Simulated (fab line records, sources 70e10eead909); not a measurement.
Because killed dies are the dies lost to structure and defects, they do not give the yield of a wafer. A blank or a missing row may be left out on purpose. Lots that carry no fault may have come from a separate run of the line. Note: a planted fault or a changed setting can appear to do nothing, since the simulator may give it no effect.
Struck lot and sound lot, side by side / flow nandHarc / 14 steps out of a route of 1159
Sound: wafers L661.3, L661.4, L661.6. Struck: wafers L665.1, L665.2, L665.3. The cause is named last.
Per side, at each step with rows, come the tool, then ch with its chambers, and then its first start. Under that, the readings that differ: sound wafers / struck wafers / difference of the means / sigmas: that difference in standard deviations of wafers without a fault.
alike: readings whose means differ by less than 2 such deviations, and words and numbers that are the same on both sides. not compared: withheld readings, readings that some wafer has no value for, bounds like >300 that may hide the same value, and numbers for which the record gives no deviation and whose values overlap.
The two part at a step that has a row with sigmas, a row that says differs or no value, or rows on one side only. When numbers do not overlap yet have no deviation, they are printed without sigmas and do not part them. A reading that every wafer of one side lacks parts them only if that side has two wafers or more.

first, 1 step without rows for these wafers: NHARC_P_GATE_HARDBAKE_47 (time 80 s).
NHARC_P_GATE_DESCUM_48: chemistry O2, time 3 s.
  sound on rieDiel-01 ch 0,2,3, day 5 16:41; struck on rieDiel-01 ch 0,1,3, day 7 03:35
  alike: drypumpMotorCurrentA, oesProductAu, rfVppV, showerheadPlenumPTorr, throttleValvePct
  not compared: rfHoursCounterH
then, 1 step without rows for these wafers: NHARC_P_GATE_IMPLANT_49.
NHARC_P_GATE_STRIP_111: strips in N2/H2, time 250 s.
  sound on plasmaAsher-01 ch 0,1, day 5 17:08; struck on plasmaAsher-02 ch 0,1, day 7 03:58
  alike: drypumpMotorCurrentA, heaterPowerW
  not compared: rfHoursCounterH
NHARC_P_GATE_STRIP_75: strips in O2.
  sound on plasmaAsher-01 ch 0,1, day 5 17:22; struck on plasmaAsher-02 ch 0,1, day 7 04:16
  alike: drypumpMotorCurrentA, heaterPowerW
  not compared: rfHoursCounterH
then, 7 steps without rows for these wafers: NHARC_P_GATE_STRIP_50 (strips in SPM, time 900 s); NHARC_P_GATE_DEHYDRATE_51 (time 120 s); NHARC_P_GATE_HMDS_52 (time 30 s); NHARC_P_GATE_COAT_53; NHARC_P_GATE_SOFTBAKE_54 (time 95 s); NHARC_P_GATE_EBR_55; NHARC_P_GATE_EXPOSE_56 (exposes mask P PSD, target cd 720 nm).
NHARC_P_GATE_PEB_57: peb time 85 s.
  sound on lithoTrack-03 ch 0, day 5 18:11; struck on lithoTrack-07, day 7 04:58
  no value came back on the struck wafers for chillPlateTempC (C), exhaustPa (Pa); on the sound wafers chillPlateTempC (C) reads 22.98 22.94 22.97
then, 1 step without rows for these wafers: NHARC_P_GATE_DEVELOP_58 (time 70 s).

## WHERE THEY PART
Only at NHARC_P_GATE_PEB_57, within this record.

WHY: what had been put in by the simulator
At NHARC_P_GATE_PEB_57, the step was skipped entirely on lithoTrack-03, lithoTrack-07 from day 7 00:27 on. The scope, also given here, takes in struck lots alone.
